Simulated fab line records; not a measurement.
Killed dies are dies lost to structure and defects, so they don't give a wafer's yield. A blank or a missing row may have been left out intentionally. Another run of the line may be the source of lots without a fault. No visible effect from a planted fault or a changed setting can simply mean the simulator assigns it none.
Matching of chambers    flow n5-finfet    N5_BEOL_M12_ETCH_68 on rie-diel-06 has 4 sister chambers
The step etches SOC in N2/H2, time 285 s. 16 wafers are shown with their chamber, then 8 later ones without.

WAFERS WITH THEIR CHAMBER
wafer   chamber  showerhead-plenum-p-Torr (Torr)  drypump-motor-current-A (A)  throttle-valve-pct (%)
L077.1  1        2.59                             6.6                          17.41
L077.2  0        2.69                             6.1                          17.79
L077.3  3        2.54                             5.5                          18.13
L077.4  2        2.49                             5.9                          17.58
L077.5  0        2.69                             6.1                          17.79
L077.6  1        2.59                             6.6                          17.40
L079.2  2        2.49                             5.9                          17.57
L079.4  3        2.54                             5.5                          18.13
L079.6  0        2.68                             6.1                          17.80
L081.4  2        2.49                             6.0                          17.60
L081.5  2        2.49                             6.0                          17.61
L081.6  1        2.59                             6.6                          17.45
L087.2  0        2.68                             6.1                          17.83
L087.4  1        2.58                             6.7                          17.45
L087.6  0        2.68                             6.1                          17.83
L088.2  3        2.53                             5.5                          18.15

SIGNATURES (means of the wafers above)
reading                   chamber 0  chamber 1  chamber 2  chamber 3  scatter within a chamber
showerhead-plenum-p-Torr  2.6840     2.5875     2.4900     2.5367     0.00467
drypump-motor-current-A   6.100      6.625      5.950      5.500      0.0382
throttle-valve-pct        17.8080    17.4275    17.5900    18.1367    0.0205
Rule: distance of a wafer from a chamber = root of the sum over the readings of ((wafer's reading minus chamber's mean) / reading's scatter) squared. The wafer belongs to the nearest chamber; if the next one is less than 2 further off, it can't be placed. The scatter is the square root of a quotient: the sum, over the shown wafers, of each reading's squared deviation from its chamber's mean, divided by wafers minus chambers.

WAFERS WITHOUT THEIR CHAMBER
wafer   showerhead-plenum-p-Torr (Torr)  drypump-motor-current-A (A)  throttle-valve-pct (%)
L088.4  2.67                             6.0                          17.83
L088.6  2.58                             6.6                          17.47
L093.4  2.48                             5.9                          17.64
L093.5  2.67                             6.1                          17.86
L093.6  2.58                             6.6                          17.48
L094.1  2.67                             6.1                          17.86
L094.4  2.52                             5.5                          18.16
L094.6  2.67                             6.1                          17.86

EACH ONE'S CHAMBER
wafer   from the rows above  in truth
L088.4  0                    0
L088.6  1                    1
L093.4  2                    2
L093.5  0                    0
L093.6  1                    1
L094.1  0                    0
L094.4  3                    3
L094.6  0                    0
Correct placement for 8 of the 8. Not placeable from these rows: 0. Placed wrongly: 0.
